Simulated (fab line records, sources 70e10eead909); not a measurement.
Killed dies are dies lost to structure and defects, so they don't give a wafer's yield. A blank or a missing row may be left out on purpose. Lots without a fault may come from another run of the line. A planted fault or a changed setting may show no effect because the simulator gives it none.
Which tool did it? | flow nand_harc | 12 lots, 36 wafers sampled, at 5 steps of a route of 1302

WHAT THE GAUGES READ, wafer by wafer
NHARC_A_M1_INSPECT_11. Usual: raw_defect_count 88, standard deviation 42.
lot  | measured     | on                | raw_defect_count | flag
L788 | day 23 14:38 | defect_inspect-01 | 105 109 105      |
L795 | day 26 00:39 | defect_inspect-01 | 153 150 149      |
L794 | day 26 02:59 | defect_inspect-02 | 35 22 34         |
L798 | day 27 09:24 | defect_inspect-02 | 150 145 131      |
L799 | day 27 10:38 | defect_inspect-02 | 20 16 22         |
L802 | day 29 06:32 | defect_inspect-02 | 30 28 19         |
L806 | day 31 00:09 | defect_inspect-01 | 100 118 106      |
L805 | day 31 03:04 | defect_inspect-01 | 89 74 85         |
L807 | day 31 09:21 | defect_inspect-01 | 36 35 37         |
L809 | day 31 12:08 | defect_inspect-02 | 113 110 113      |
L811 | day 32 03:17 | defect_inspect-01 | 57 61 66         |
L810 | day 32 07:08 | defect_inspect-01 | 90 76 82         |

NHARC_END_SORT_01. Usual: defect_limited_yield 91.6 %, standard deviation 2.8; killed_at_array 53, standard deviation 19; killed_at_other 0.8, standard deviation 1.2; killed_at_periphery 3.7, standard deviation 2.3; killed_dies 57, standard deviation 19; killed_open 3.2, standard deviation 1.7; killed_short 2.6, standard deviation 1.8; sort_bin_2_pct 3.0 %, standard deviation 1.2; sort_bin_3_pct 0.7 %, standard deviation 0.4; sort_bin_4_pct 4.8 %, standard deviation 1.5; sort_n_pass 620, standard deviation 19; sort_rim_yield_pct 90 %, standard deviation 4.8; sort_yield_pct 91.6 %, standard deviation 2.8.
lot  | measured     | on        | defect_limited_yield (%) | killed_at_array | killed_at_other | killed_at_periphery | killed_dies | killed_open | killed_short | sort_bin_2_pct (%) | sort_bin_3_pct (%) | sort_bin_4_pct (%) | sort_n_pass | sort_rim_yield_pct (%) | sort_yield_pct (%) | flag
L788 | day 25 03:39 | prober-01 | 88.2 91.6 88.5           | 78 55 72        | 0 0 0           | 2 2 6               | 80 57 78    | 3 5 5       | 3 2 6        | 3.8 3.0 4.3        | 0.6 0.6 1.0        | 7.4 4.9 6.2        | 597 620 599 | 91 85 84               | 88.2 91.6 88.5     |
L795 | day 27 08:58 | prober-01 | 88.8 88.0 90.1           | 73 80 64        | 2 0 0           | 1 1 3               | 76 81 67    | 2 4 6       | 1 3 3        | 3.5 3.8 3.1        | 1.0 1.3 1.8        | 6.6 6.8 5.0        | 601 596 610 | 85 84 89               | 88.8 88.0 90.1     |
L794 | day 27 17:35 | prober-02 | 95.7 95.1 95.4           | 26 29 27        | 1 1 3           | 2 3 1               | 29 33 31    | 1 3 5       | 1 2 0        | 1.3 1.3 1.0        | 0.3 0.4 0.4        | 2.7 3.1 3.1        | 648 644 646 | 94 95 95               | 95.7 95.1 95.4     |
L798 | day 28 22:49 | prober-02 | 87.0 85.7 89.4           | 84 93 69        | 0 0 1           | 4 4 2               | 88 97 72    | 1 2 6       | 5 1 1        | 4.9 5.0 3.5        | 0.7 1.2 1.6        | 7.4 8.1 5.5        | 589 580 605 | 90 90 82               | 87.0 85.7 89.4     |
L799 | day 28 22:01 | prober-01 | 97.0 96.8 96.0           | 17 19 21        | 1 1 0           | 2 2 6               | 20 22 27    | 1 2 2       | 1 2 4        | 0.6 1.0 1.5        | 0.3 0.1 0.1        | 2.1 2.1 2.4        | 657 655 650 | 100 96 93              | 97.0 96.8 96.0     |
L802 | day 31 05:14 | prober-01 | 95.0 95.9 96.3           | 32 25 22        | 0 0 0           | 2 3 3               | 34 28 25    | 2 3 3       | 0 1 2        | 1.3 0.9 0.9        | 0.3 0.3 0.3        | 3.4 3.0 2.5        | 643 649 652 | 92 90 98               | 95.0 95.9 96.3     |
L806 | day 32 17:34 | prober-01 | 90.7 91.7 90.0           | 60 53 66        | 0 0 0           | 3 3 2               | 63 56 68    | 3 2 5       | 3 3 2        | 3.8 2.4 3.1        | 0.7 1.2 1.0        | 4.7 4.7 5.9        | 614 621 609 | 88 83 95               | 90.7 91.7 90.0     |
L805 | day 32 23:04 | prober-02 | 93.1 95.1 92.8           | 41 29 40        | 0 0 2           | 6 4 7               | 47 33 49    | 4 3 1       | 1 0 4        | 3.4 1.6 2.1        | 0.7 0.6 0.6        | 2.8 2.7 4.6        | 630 644 628 | 88 88 92               | 93.1 95.1 92.8     |
L807 | day 33 03:26 | prober-01 | 93.8 94.5 93.2           | 35 29 31        | 1 1 5           | 6 7 10              | 42 37 46    | 2 4 4       | 5 1 2        | 1.9 1.6 1.9        | 0.1 0.3 0.3        | 4.1 3.5 4.6        | 635 640 631 | 88 93 89               | 93.8 94.5 93.2     |
L809 | day 33 06:08 | prober-02 | 89.2 90.4 89.5           | 70 59 59        | 1 3 6           | 2 3 6               | 73 65 71    | 5 5 3       | 4 3 3        | 4.6 4.0 5.0        | 1.0 0.7 0.6        | 5.2 4.9 4.9        | 604 612 606 | 94 87 92               | 89.2 90.4 89.5     |
L811 | day 33 15:01 | prober-02 | 92.2 93.1 93.2           | 50 43 42        | 0 1 2           | 3 3 2               | 53 47 46    | 3 2 2       | 2 3 2        | 2.1 1.6 1.9        | 0.4 0.7 0.9        | 5.3 4.6 4.0        | 624 630 631 | 97 95 92               | 92.2 93.1 93.2     |
L810 | day 33 20:31 | prober-01 | 90.8 91.0 92.6           | 55 52 48        | 0 0 0           | 7 9 2               | 62 61 50    | 3 5 2       | 5 3 1        | 3.1 2.4 2.7        | 0.6 0.4 0.4        | 5.5 6.2 4.3        | 615 616 627 | 87 90 95               | 90.8 91.0 92.6     |

WHICH TOOL RAN EACH LOT (tool, then ch and the chambers of the sampled wafers, then the start)
lot  | NHARC_A_M0_PVD_20                       | NHARC_A_M0_ANNEAL_30             | NHARC_A_M1_SOFTBAKE_04
L788 | pvd_sputter-03, day 23 12:08 or earlier | rtp_anneal-02 ch 0, day 23 12:08 | litho_track-06 ch 0, day 23 14:00
L795 | pvd_sputter-03, day 25 22:18 or earlier | rtp_anneal-02 ch 0, day 25 22:18 | litho_track-01 ch 0, day 26 00:00
L794 | pvd_sputter-03, day 26 00:42 or earlier | rtp_anneal-01 ch 0, day 26 00:42 | litho_track-06 ch 0, day 26 02:00
L798 | pvd_sputter-02, day 27 07:08 or earlier | rtp_anneal-01 ch 0, day 27 07:08 | litho_track-06 ch 0, day 27 08:00
L799 | pvd_sputter-01, day 27 07:37 or earlier | rtp_anneal-01 ch 0, day 27 07:37 | litho_track-06 ch 0, day 27 10:00
L802 | pvd_sputter-03, day 29 04:05 or earlier | rtp_anneal-01 ch 0, day 29 04:05 | litho_track-04 ch 0, day 29 05:00
L806 | pvd_sputter-02, day 30 21:38 or earlier | rtp_anneal-02 ch 0, day 30 21:38 | litho_track-06 ch 0, day 30 23:00
L805 | pvd_sputter-01, day 31 00:54 or earlier | rtp_anneal-02 ch 0, day 31 00:54 | litho_track-06 ch 0, day 31 02:00
L807 | pvd_sputter-02, day 31 07:08 or earlier | rtp_anneal-02 ch 0, day 31 07:08 | litho_track-06 ch 0, day 31 08:00
L809 | pvd_sputter-03, day 31 09:49 or earlier | rtp_anneal-02 ch 0, day 31 09:49 | litho_track-01 ch 0, day 31 11:00
L811 | pvd_sputter-03, day 32 00:57 or earlier | rtp_anneal-01 ch 0, day 32 00:57 | litho_track-01 ch 0, day 32 02:00
L810 | pvd_sputter-02, day 32 04:55 or earlier | rtp_anneal-01 ch 0, day 32 04:55 | litho_track-01 ch 0, day 32 06:00
- NHARC_A_M0_PVD_20: deposits TaN, target thk 5 nm, time 8.06 s.
- NHARC_A_M0_ANNEAL_30: time 90 s.
- NHARC_A_M1_SOFTBAKE_04: time 55 s.

WHAT THE TOOLS THEMSELVES READ (means of the sampled wafers that have a number; where no wafer has one, the mark that the record gives instead)
NHARC_A_M0_PVD_20. Usual: bias_v 168.4 V, standard deviation 1.6; cathode_dc_power_W 15000 W, standard deviation 2.8; throttle_valve_pct 30.0 %, standard deviation 1.2.
lot  | tool           | bias_v (V) | cathode_dc_power_W (W) | throttle_valve_pct (%) | flag
L788 | pvd_sputter-03 | 168.1      | 14996                  | 28.4                   |
L795 | pvd_sputter-03 | 169.0      | 15000                  | 29.7                   |
L794 | pvd_sputter-03 | 168.9      | 15000                  | 28.3                   |
L798 | pvd_sputter-02 | 169.1      | 14998                  | 30.5                   |
L799 | pvd_sputter-01 | 168.4      | 14999                  | 30.4                   |
L802 | pvd_sputter-03 | 168.6      | 14997                  | 28.3                   |
L806 | pvd_sputter-02 | 168.5      | 14998                  | 30.7                   |
L805 | pvd_sputter-01 | 167.6      | 14999                  | 30.1                   |
L807 | pvd_sputter-02 | 168.3      | 15001                  | 30.4                   |
L809 | pvd_sputter-03 | 168.3      | 14999                  | 30.8                   |
L811 | pvd_sputter-03 | 170.1      | 14999                  | 28.7                   |
L810 | pvd_sputter-02 | 168.3      | 15001                  | 30.4                   |

NHARC_A_M0_ANNEAL_30. Usual: anneal_temp_c 225.01 C, standard deviation 0.18; wafer_temp_C_max 226.7, standard deviation 0.37.
lot  | tool          | anneal_temp_c (C) | wafer_temp_C_max | flag
L788 | rtp_anneal-02 | 224.89            | 226.5            |
L795 | rtp_anneal-02 | 225.42            | 226.5            |
L794 | rtp_anneal-01 | 225.02            | 226.8            |
L798 | rtp_anneal-01 | 225.07            | 227.1            |
L799 | rtp_anneal-01 | 225.07            | 226.6            |
L802 | rtp_anneal-01 | 225.01            | 227.0            |
L806 | rtp_anneal-02 | 224.92            | 226.5            |
L805 | rtp_anneal-02 | 224.90            | 226.8            |
L807 | rtp_anneal-02 | 225.16            | 226.5            |
L809 | rtp_anneal-02 | 224.89            | 226.7            |
L811 | rtp_anneal-01 | 224.92            | 226.7            |
L810 | rtp_anneal-01 | 225.09            | 226.7            |

NHARC_A_M1_SOFTBAKE_04. Usual: heater_power_total_W 188.43 W, standard deviation 0.12; plate_temp_C 104.98 C, standard deviation 0.13.
lot  | tool           | heater_power_total_W (W) | plate_temp_C (C) | flag
L788 | litho_track-06 | 188.42                   | 105.06           |
L795 | litho_track-01 | 188.52                   | 104.97           |
L794 | litho_track-06 | 188.45                   | 104.92           |
L798 | litho_track-06 | 193.58                   | 105.08           | OFF
L799 | litho_track-06 | 193.58                   | 104.85           | OFF
L802 | litho_track-04 | 188.36                   | 105.09           |
L806 | litho_track-06 | 188.45                   | 105.14           |
L805 | litho_track-06 | 188.32                   | 105.01           |
L807 | litho_track-06 | 188.41                   | 104.94           |
L809 | litho_track-01 | 188.38                   | 104.88           |
L811 | litho_track-01 | 188.42                   | 105.04           |
L810 | litho_track-01 | 188.52                   | 105.04           |

THE ANSWER, worked out from the rows above alone
Rule: a lot is off if the mean of its wafers that have a number lies more than 3 standard deviations from the usual mean. A lot without any number at a reading at which 4 lots or more have one is off too. The other lots that the step has rows for count as sound. The gauges are gone through in route order, then the tools' own readings, and for those a lot's mean is taken as printed above. The first step at which some lot is off is used, and at that step the reading that is off furthest; a lot without a number counts as furthest.
Off: L798, L799, at NHARC_A_M1_SOFTBAKE_04 (heater_power_total_W).
A tool fits if, at that step or a process step before it, it ran every lot that is off, and no sound lot after the first of them. NHARC_A_M0_PVD_20 gives no start for some lots, so the hours and the order of its lots are those of NHARC_A_M0_ANNEAL_30. None of those tried fits.

WHAT THE SIMULATOR HAD PUT IN
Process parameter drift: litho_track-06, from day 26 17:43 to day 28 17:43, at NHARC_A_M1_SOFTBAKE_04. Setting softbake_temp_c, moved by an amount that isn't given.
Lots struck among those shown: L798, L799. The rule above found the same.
